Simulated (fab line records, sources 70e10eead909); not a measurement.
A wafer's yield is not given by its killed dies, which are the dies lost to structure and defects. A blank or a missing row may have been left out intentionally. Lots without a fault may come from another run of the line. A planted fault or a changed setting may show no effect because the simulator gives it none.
Code-filled problem report in 8D (eight disciplines) form || flow nand harc || the parts of the form that need people (team, actions taken, sign-off) are left out

1. THE PROBLEM
Mean of sort_bin_2_pct at NHARC_END_SORT_01: 97.0 % across 6 wafers in 2 lots; on wafers with no fault it is 1.4 % (standard deviation 0.66). That is +99 or more standard deviations from the usual mean.
First observed at day 22 13:23: wafer L912.1, on prober-02. The record has a number at this step for 9 wafers belonging to 3 lots. Rule for "out" (also "out of limits"): further than 4 standard deviations from the usual mean. Any other wafer with a number is counted as sound.

2. WHAT IT IS; WHAT IT IS NOT
{"question": "which readings at this step", "is": "sort_bin_2_pct, defect limited yield, killed at array, killed dies, sort n pass, sort rim yield pct, sort yield pct", "is not": "killed at other, killed at periphery, killed open, sort_bin_4_pct"}
{"question": "which lots", "is": "L912, L914", "is not": "L917"}
{"question": "which wafers of those lots", "is": "all that have a number", "is not": "-"}
{"question": "read on which gauges", "is": "prober-01, prober-02", "is not": "-"}
{"question": "when", "is": "from day 22 13:23", "is not": "up to then (0 sound wafers); but 3 sound wafers of L917 came after"}

3. SUSPECTS, AND WHAT RULES EACH OUT
Counting: a tool stays on the suspect list if, at a process step up to the reading, it processed all lots that are out and no sound lot following the first of them.
- the gauge at NHARC_END_SORT_01 is ruled out. Those wafers that are out were read across 2 gauges (prober-01, prober-02).
- pecvd-01 at NHARC_A_M1_DEP_00 (deposits SiOC, target thk 182.5 nm): kept. It ran every lot that is out, first L914 (day 21 00:02), and no sound lot after that.
The count leaves pecvd-01 at NHARC_A_M1_DEP_00.

4. THE CAUSE (what the simulator had put in)
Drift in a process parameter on pecvd-01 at NHARC_A_M1_DEP_00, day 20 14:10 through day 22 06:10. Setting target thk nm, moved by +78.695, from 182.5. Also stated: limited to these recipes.
This tool alone remained once counting was done.

5. THE EFFECT CHAIN, in route order
One row per reading whose mean, taken over the struck wafers that have a number, lies over 3 standard deviations from the usual. Only readings whose record carries a usual standard deviation are examined. hours: median over the lots of the time between each lot's start at the first step of this table that gives one and its start at this step. sigmas: the change, counted in usual standard deviations.
{"hours": 0, "step": "NHARC_END_SORT_01", "reading": "defect limited yield", "usual": "95.5 %", "on struck wafers": 0.0, "change": -95.5, "sigmas": -64}
{"hours": 0, "step": "NHARC_END_SORT_01", "reading": "killed at array", "usual": 27, "on struck wafers": 676, "change": "+648", "sigmas": "+65"}
{"hours": 0, "step": "NHARC_END_SORT_01", "reading": "killed dies", "usual": 31, "on struck wafers": 677, "change": "+646", "sigmas": "+65"}
{"hours": 0, "step": "NHARC_END_SORT_01", "reading": "sort_bin_2_pct", "usual": "1.4 %", "on struck wafers": 97.0, "change": "+95.5", "sigmas": "+99 or more"}
{"hours": 0, "step": "NHARC_END_SORT_01", "reading": "sort n pass", "usual": 646, "on struck wafers": 0, "change": -646, "sigmas": -65}
{"hours": 0, "step": "NHARC_END_SORT_01", "reading": "sort rim yield pct", "usual": "96.2 %", "on struck wafers": 0.0, "change": -96.2, "sigmas": -37}
{"hours": 0, "step": "NHARC_END_SORT_01", "reading": "sort yield pct", "usual": "95.5 %", "on struck wafers": 0.0, "change": -95.5, "sigmas": -64}

6. WHAT WOULD HAVE CAUGHT IT SOONER
47 hours passed between the start of the fault at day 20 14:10 and the first reading out of limits at a measuring or inspecting step in this record, taken at day 22 13:23.
Lots out: 2; all had begun NHARC_A_M1_DEP_00 on pecvd-01 by day 22 13:23. A hold on the tool at that time would have spared none of them.
